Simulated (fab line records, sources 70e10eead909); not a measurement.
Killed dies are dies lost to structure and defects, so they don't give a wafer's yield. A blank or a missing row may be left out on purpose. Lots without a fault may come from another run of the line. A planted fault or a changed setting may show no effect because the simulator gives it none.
Chamber matching | flow nand_harc | NHARC_A_STAIRCASE_DEP_151 on pecvd-01: 3 sister chambers
The step deposits SiO2, target thk 7200 nm. 3 wafers are shown with their chamber, then 10 later ones without.

WAFERS WITH THEIR CHAMBER
wafer  | chamber | heater_power_w (W)
L090.2 | 2       | 672
L092.1 | 0       | 642
L092.3 | 1       | 673

WAFERS WITHOUT THEIR CHAMBER
wafer  | heater_power_w (W)
L092.6 | 556
L092.2 | 578
L092.4 | 602
L092.5 | 559
L094.1 | 562
L094.2 | 744
L094.4 | 544
L096.2 | 633
L096.4 | 544
L096.6 | 598

WHICH CHAMBER EACH WENT THROUGH
wafer  | from the rows above          | in truth
L092.6 | can't be placed: 0 or 2 or 1 | 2
L092.2 | can't be placed: 0 or 2 or 1 | 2
L092.4 | can't be placed: 0 or 2 or 1 | 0
L092.5 | can't be placed: 0 or 2 or 1 | 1
L094.1 | can't be placed: 0 or 2 or 1 | 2
L094.2 | can't be placed: 1 or 2 or 0 | 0
L094.4 | can't be placed: 0 or 2 or 1 | 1
L096.2 | can't be placed: 0 or 2 or 1 | 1
L096.4 | can't be placed: 0 or 2 or 1 | 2
L096.6 | can't be placed: 0 or 2 or 1 | 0
Placed correctly: 0 of 10. Can't be placed from these rows: 10 (the true chamber is among the candidates in 10). Placed wrongly: 0.
How it was worked out, from the rows above alone: a wafer's distance from a chamber is the root of the sum, over the readings, of the square of ((its reading less the chamber's mean) divided by the reading's scatter). The wafer belongs to the nearest chamber; if the next one is less than 2 further off, it can't be placed. A chamber's mean is the mean of its shown wafers. The scatter: with one shown wafer a chamber, the root of the mean of the squares of how far each hidden wafer lies from its nearest shown one.
